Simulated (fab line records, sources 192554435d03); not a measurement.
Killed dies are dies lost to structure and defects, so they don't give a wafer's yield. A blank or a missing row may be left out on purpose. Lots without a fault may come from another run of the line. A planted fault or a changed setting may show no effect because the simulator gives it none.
Chamber matching | flow n5_finfet | N5_BEOL_M8_DEP_56 on pecvd-02: 3 sister chambers
The step deposits SiCN from 3MS/NH3, target thk 10 nm, time 17.5 s. 6 wafers are shown with their chamber, then 8 later ones without.

WAFERS WITH THEIR CHAMBER
wafer  | chamber | showerhead_vpp_V (V) | throttle_valve_pct (%)
L085.1 | 2       | 855                  | 8.8
L085.4 | 2       | 866                  | 8.8
L091.3 | 0       | 979                  | 9.7
L091.4 | 1       | 864                  | 10.2
L091.5 | 0       | 956                  | 9.8
L093.1 | 1       | 857                  | 10.0

WAFERS WITHOUT THEIR CHAMBER
wafer  | showerhead_vpp_V (V) | throttle_valve_pct (%)
L093.4 | 856                  | 8.8
L093.5 | 875                  | 10.4
L094.1 | 870                  | 10.1
L094.2 | 860                  | 8.8
L094.4 | 871                  | 10.1
L096.3 | 868                  | 9.8
L096.4 | 865                  | 9.8
L096.5 | 856                  | 9.7

WHICH CHAMBER EACH WENT THROUGH
wafer  | from the rows above | in truth
L093.4 | 2                   | 2
L093.5 | 1                   | 1
L094.1 | 1                   | 1
L094.2 | 2                   | 2
L094.4 | 1                   | 1
L096.3 | 1                   | 1
L096.4 | 1                   | 1
L096.5 | 1                   | 1
Placed correctly: 8 of 8. Can't be placed from these rows: 0. Placed wrongly: 0.
How it was worked out, from the rows above alone: a wafer's distance from a chamber is the root of the sum, over the readings, of the square of ((its reading less the chamber's mean) divided by the reading's scatter). The wafer belongs to the nearest chamber; if the next one is less than 2 further off, it can't be placed. A chamber's mean is the mean of its shown wafers. The scatter: the root of (the sum of the squares of (reading less its chamber's mean) over the shown wafers, divided by (wafers less chambers)).
